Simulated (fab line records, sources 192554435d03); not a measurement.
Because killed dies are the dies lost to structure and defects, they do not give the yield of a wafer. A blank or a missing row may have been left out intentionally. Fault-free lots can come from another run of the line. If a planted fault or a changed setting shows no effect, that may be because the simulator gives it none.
Which tool did it? :: flow n5 finfet :: 24 wafers from 8 lots sampled at 6 of the route's 1938 steps

WHAT THE GAUGES READ, wafer by wafer
N5_BEOL_M3_OCD_MEAS_38.
lot: L259
measured: day 7 21:37
on: ocd-01
trench depth nm (nm): 55.3 56.5 56.1

lot: L262
measured: day 8 11:30
on: ocd-01
trench depth nm (nm): 55.4 53.6 55.9

lot: L263
measured: day 8 11:31
on: ocd-01
trench depth nm (nm): 55.6 55.9 56.2

lot: L269
measured: day 10 07:20
on: ocd-01
trench depth nm (nm): 55.8 55.2 55.1

lot: L272
measured: day 10 22:13
on: ocd-01
trench depth nm (nm): 54.9 54.2 55.3

lot: L273
measured: day 10 22:24
on: ocd-02
trench depth nm (nm): 30.2 23.0 24.7

lot: L274
measured: day 11 03:31
on: ocd-01
trench depth nm (nm): 55.5 55.6 54.8

lot: L275
measured: day 12 04:34
on: ocd-01
trench depth nm (nm): 55.9 57.1 57.5

EACH LOT AND THE TOOL THAT RAN IT (in order: tool; ch and the chambers of the sampled wafers; start)
lot: L259
N5_BEOL_M2_PRE_CLEAN_60: cvd co-02 ch 0,1,2, day 7 15:19
N5_BEOL_M2_DEP_57: pecvd-03 ch 0,1, day 7 15:28
N5_BEOL_M3_HM_DEP_02: pvd sputter-01, day 7 17:35
N5_BEOL_M3_HM_OPEN_17: rie metal-03 ch 0,1, day 7 18:29
N5_BEOL_M3_ETCHBACK_99: rie diel-04 ch 0,3, day 7 21:14

lot: L262
N5_BEOL_M2_PRE_CLEAN_60: cvd co-02 ch 0,1,2, day 7 23:53
N5_BEOL_M2_DEP_57: pecvd-01 ch 0,1,2, day 8 00:02
N5_BEOL_M3_HM_DEP_02: pvd sputter-01, day 8 02:46
N5_BEOL_M3_HM_OPEN_17: rie metal-02 ch 0,1, day 8 03:41
N5_BEOL_M3_ETCHBACK_99: rie diel-02 ch 1,2,3, day 8 11:06

lot: L263
N5_BEOL_M2_PRE_CLEAN_60: cvd co-02 ch 0,1, day 8 06:48
N5_BEOL_M2_DEP_57: pecvd-02 ch 0,1, day 8 06:58
N5_BEOL_M3_HM_DEP_02: pvd sputter-03, day 8 07:35
N5_BEOL_M3_HM_OPEN_17: rie metal-02 ch 0,1, day 8 08:28
N5_BEOL_M3_ETCHBACK_99: rie diel-04 ch 0,3, day 8 11:06

lot: L269
N5_BEOL_M2_PRE_CLEAN_60: cvd co-02 ch 0,1,2, day 10 03:09
N5_BEOL_M2_DEP_57: pecvd-02 ch 0,1, day 10 03:19
N5_BEOL_M3_HM_DEP_02: pvd sputter-03, day 10 04:05
N5_BEOL_M3_HM_OPEN_17: rie metal-02 ch 0,1, day 10 05:00
N5_BEOL_M3_ETCHBACK_99: rie diel-02 ch 0,2, day 10 06:56

lot: L272
N5_BEOL_M2_PRE_CLEAN_60: cvd co-02 ch 0,1,2, day 10 15:55
N5_BEOL_M2_DEP_57: pecvd-01 ch 0,1,2, day 10 16:04
N5_BEOL_M3_HM_DEP_02: pvd sputter-03, day 10 17:47
N5_BEOL_M3_HM_OPEN_17: rie metal-03 ch 0,1, day 10 18:43
N5_BEOL_M3_ETCHBACK_99: rie diel-02 ch 0,1,2, day 10 21:50

lot: L273
N5_BEOL_M2_PRE_CLEAN_60: cvd co-01 ch 1,2, day 10 17:10
N5_BEOL_M2_DEP_57: pecvd-01 ch 0,1,2, day 10 17:20
N5_BEOL_M3_HM_DEP_02: pvd sputter-03, day 10 18:22
N5_BEOL_M3_HM_OPEN_17: rie metal-02 ch 0,1, day 10 19:07
N5_BEOL_M3_ETCHBACK_99: rie diel-06 ch 0,2, day 10 22:01

lot: L274
N5_BEOL_M2_PRE_CLEAN_60: cvd co-02 ch 0,2, day 10 18:22
N5_BEOL_M2_DEP_57: pecvd-01 ch 0,1,2, day 10 18:31
N5_BEOL_M3_HM_DEP_02: pvd sputter-02, day 10 21:32
N5_BEOL_M3_HM_OPEN_17: rie metal-01 ch 0,1, day 10 22:26
N5_BEOL_M3_ETCHBACK_99: rie diel-06 ch 2,3, day 11 03:08

lot: L275
N5_BEOL_M2_PRE_CLEAN_60: cvd co-01 ch 0,1,2, day 11 18:41
N5_BEOL_M2_DEP_57: pecvd-03 ch 0,1,2, day 11 18:50
N5_BEOL_M3_HM_DEP_02: pvd sputter-01, day 11 19:47
N5_BEOL_M3_HM_OPEN_17: rie metal-03 ch 0,1, day 11 20:41
N5_BEOL_M3_ETCHBACK_99: rie diel-04 ch 1,2,3, day 12 04:11
- N5_BEOL_M2_PRE_CLEAN_60: time 15 s.
- N5_BEOL_M2_DEP_57: deposits SiCN from 3MS/NH3, target thk 8 nm, time 14 s.
- N5_BEOL_M3_HM_DEP_02: deposits TiN, target thk 20 nm.
- N5_BEOL_M3_HM_OPEN_17: chemistry Cl2/BCl3, target TiN, target depth 20 nm, overetch 6 nm.
- N5_BEOL_M3_ETCHBACK_99: etches SiO2 in CHF3, target depth 5 nm, time 10.4 s.

THE ANSWER, worked out from the rows above alone
Rule: the lots themselves supply what counts as usual. Put in order of their means at a reading, lots are off if they are a third of the lots or fewer, leave a main group of 4 or more, and stand apart from it by a gap of 3 or more times the standard deviation of the main group's means; of several such gaps the widest counts. A main group is skipped when, at the precision printed for the reading in the tables above, its means are all equal. Also off: a lot with no number at a reading for which 4 or more lots have one. The other lots that the step has rows for count as sound.
Off at N5_BEOL_M3_OCD_MEAS_38 (trench depth nm): L273. Mean 55.6 nm and standard deviation 0.65 in the main group.
A tool fits if, at a process step before that reading, it ran every lot that is off, and no sound lot after the first of them. Those tools and the gauges at N5_BEOL_M3_OCD_MEAS_38 are tried in the same way. Can't be told from this: 3 tools fit, pvd sputter-03 at N5_BEOL_M3_HM_DEP_02, rie metal-02 at N5_BEOL_M3_HM_OPEN_17, ocd-02 at N5_BEOL_M3_OCD_MEAS_38.

WHAT HAD BEEN PUT IN BY THE SIMULATOR
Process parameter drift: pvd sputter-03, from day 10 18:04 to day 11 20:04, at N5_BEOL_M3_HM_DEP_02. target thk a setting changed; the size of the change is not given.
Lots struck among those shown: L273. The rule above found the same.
